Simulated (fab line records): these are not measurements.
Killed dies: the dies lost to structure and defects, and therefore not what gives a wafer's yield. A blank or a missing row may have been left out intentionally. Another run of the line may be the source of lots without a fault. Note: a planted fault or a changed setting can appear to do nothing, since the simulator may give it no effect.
Lot-split experiment ; flow n5_finfet ; route with 1938 steps; 7 lots, 39 wafers read

## ABOUT THE SPLIT
At N5_BEOL_M7_TRENCH_ETCH_37 (etches SiCOH lowk in C4F6/O2, target depth 93.478 nm, time 31.2 s), the setting target_depth_a was moved away from the recipe's 934.78 angstrom on 6 of the 39 wafers read, by +35.1% to +40.9%. This setting was run at the recipe's value on the other wafers.

## FROM THE SPLIT TO THE READING: what the file shows between them, 11 steps
- N5_BEOL_M7_ETCH_41: etches SiCN in CH3F/O2, target depth 31.9 nm, time 57.8 s
- N5_BEOL_M7_STRIP_80: strips in N2/H2, time 10 s
- N5_BEOL_M7_OCD_MEAS_38
- N5_BEOL_M7_HM_STRIP_39: strips TiN in peroxide tin strip, target depth 25 nm, time 158 s
- N5_BEOL_M7_SRD_40: time 30 s
- N5_BEOL_M7_ECD_50: material Cu, target thk 300 nm
- N5_BEOL_M7_ANNEAL_51: time 90 s
- N5_BEOL_M7_CMP_52: polishes, stops on SiCOH lowk, t overpolish 6.9 s, target thk 80 nm
- N5_BEOL_M7_THK_MEAS_53: measures by xrf
- N5_BEOL_M7_PRE_CLEAN_55: time 15 s
- N5_BEOL_M7_DEP_56: deposits SiCN from 3MS/NH3, target thk 10 nm, time 17.5 s

## THE READING
M7_RS in ohm/sq, measured at N5_BEOL_M7_RS_MEAS_57 by four-point-probe. On this fab line, fault-free wafers typically give 0.289 ohm/sq with a standard deviation of 0.0084 ohm/sq.

wafer;tool, chamber at the split;target_depth_a as run, angstrom;against the recipe;M7_RS, ohm/sq;against lot-mates on the recipe
L077.1;rie_diel-03, 0;1317;+40.9%;0.190;-0.103
L077.2;rie_diel-03, 2;934.78;recipe;0.290;-
L077.3;rie_diel-03, 3;1317;+40.9%;0.184;-0.109
L077.4;rie_diel-03, 1;1317;+40.9%;0.188;-0.105
L077.5;rie_diel-03, 2;934.78;recipe;0.298;-
L077.6;rie_diel-03, 1;934.78;recipe;0.290;-
L079.1;rie_diel-01, 3;934.78;recipe;0.298;-
L079.2;rie_diel-01, 2;934.78;recipe;0.291;-
L079.3;rie_diel-01, 1;934.78;recipe;0.279;-
L079.4;rie_diel-01, 3;934.78;recipe;0.304;-
L079.5;rie_diel-01, 1;934.78;recipe;0.287;-
L079.6;rie_diel-01, 2;934.78;recipe;0.293;-
L078.1;rie_diel-03, 1;934.78;recipe;0.286;-
L078.2;rie_diel-03, 3;934.78;recipe;0.283;-
L078.3;rie_diel-03, 2;934.78;recipe;0.290;-
L078.4;rie_diel-03, 0;934.78;recipe;0.298;-
L078.5;rie_diel-03, 3;934.78;recipe;0.279;-
L078.6;rie_diel-03, 2;934.78;recipe;0.286;-
L088.1;rie_diel-01, 2;1263;+35.1%;0.191;-0.084
L088.2;rie_diel-01, 1;1263;+35.1%;0.187;-0.088
L088.3;rie_diel-01, 3;934.78;recipe;0.279;-
L088.4;rie_diel-01, 0;934.78;recipe;0.262;-
L088.5;rie_diel-01, 2;934.78;recipe;0.284;-
L088.6;rie_diel-01, 1;1263;+35.1%;0.186;-0.089
L089.2;rie_diel-03, 2;934.78;recipe;0.295;-
L089.3;rie_diel-03, 1;934.78;recipe;0.297;-
L089.4;rie_diel-03, 0;934.78;recipe;0.303;-
L090.1;rie_diel-01, 1;934.78;recipe;0.288;-
L090.2;rie_diel-01, 3;934.78;recipe;0.288;-
L090.3;rie_diel-01, 2;934.78;recipe;0.297;-
L090.4;rie_diel-01, 0;934.78;recipe;0.280;-
L090.5;rie_diel-01, 1;934.78;recipe;0.285;-
L090.6;rie_diel-01, 2;934.78;recipe;0.289;-
L094.1;rie_diel-03, 1;934.78;recipe;0.286;-
L094.2;rie_diel-03, 3;934.78;recipe;0.280;-
L094.3;rie_diel-03, 2;934.78;recipe;0.287;-
L094.4;rie_diel-03, 0;934.78;recipe;0.288;-
L094.5;rie_diel-03, 0;934.78;recipe;0.299;-
L094.6;rie_diel-03, 1;934.78;recipe;0.288;-

THE FIT
A straight line over all 39 wafers: M7_RS changes by -0.00264 ohm/sq for each +1% of target_depth_a; r = -0.98; the points scatter about the line by 0.0084 ohm/sq.
The same after taking each lot's own level away (the mean of its wafers on the recipe; 39 wafers): -0.00254 ohm/sq for each +1%; r = -0.99; scatter 0.006 ohm/sq.
That fit puts the effect of the largest move of target_depth_a on the reading at 0.1 ohm/sq.
Measured against the standard deviation above, the lots' own levels, which go from 0.2750 to 0.2983 ohm/sq, span 2.8 times it.
Hence the lot-to-lot level has little effect on the slope; both slopes agree.
Check: for one of the wafers moved furthest among these (+40.9%), held out of the fit, the line's prediction against its lot-mates is -0.104 ohm/sq. It came out at -0.103 ohm/sq against them.

## OTHER SPLITS ON THESE WAFERS
Other splits were also applied to these wafers ahead of the reading. Each is held against what the fit with the lots' levels taken away leaves over:
other split on the same wafers;wafers away from the commonest value;r with M7_RS (lot level and that fit taken away)
N5_BEOL_M4_ALD_84 ald_cycles;6;+0.17

## THE WHOLE CHAIN: every reading that the file lists as answering this split, in the file's order
step;what it does;reading;change (the file's fit);r (the file's)
N5_BEOL_M7_TRENCH_ETCH_37;etches SiCOH lowk in C4F6/O2, target depth 93.478 nm, time 31.2 s;etch.depth_nm (the simulator's own value, which no gauge read);+0.927 nm for each +1% of the setting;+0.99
N5_BEOL_M7_TRENCH_ETCH_37;etches SiCOH lowk in C4F6/O2, target depth 93.478 nm, time 31.2 s;BEOL_M7.feature_depth_nm (the simulator's own value, which no gauge read);+0.927 nm for each +1% of the setting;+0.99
N5_BEOL_M7_TRENCH_ETCH_37;etches SiCOH lowk in C4F6/O2, target depth 93.478 nm, time 31.2 s;TiN_of_BEOL_M7_HM_DEP_02.thk_nm (the simulator's own value, which no gauge read);-0.029 nm for each +1% of the setting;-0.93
N5_BEOL_M7_OCD_MEAS_38;;trench_depth_nm;+0.926 nm for each +1% of the setting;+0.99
N5_BEOL_M7_CMP_52;polishes, stops on SiCOH lowk, t overpolish 6.9 s, target thk 80 nm;Cu_of_BEOL_M7_ECD_50.thk_nm (the simulator's own value, which no gauge read);+0.915 nm for each +1% of the setting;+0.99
N5_BEOL_M7_THK_MEAS_53;measures by xrf;M7_THK;+0.916 for each +1% of the setting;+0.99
N5_BEOL_M7_RS_MEAS_57;measures by four-point-probe;M7_RS;-0.00254 for each +1% of the setting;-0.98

## FILE'S OWN FIT
M7_RS changes by -0.00254 ohm/sq for each +1% of target_depth_a, r = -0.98.
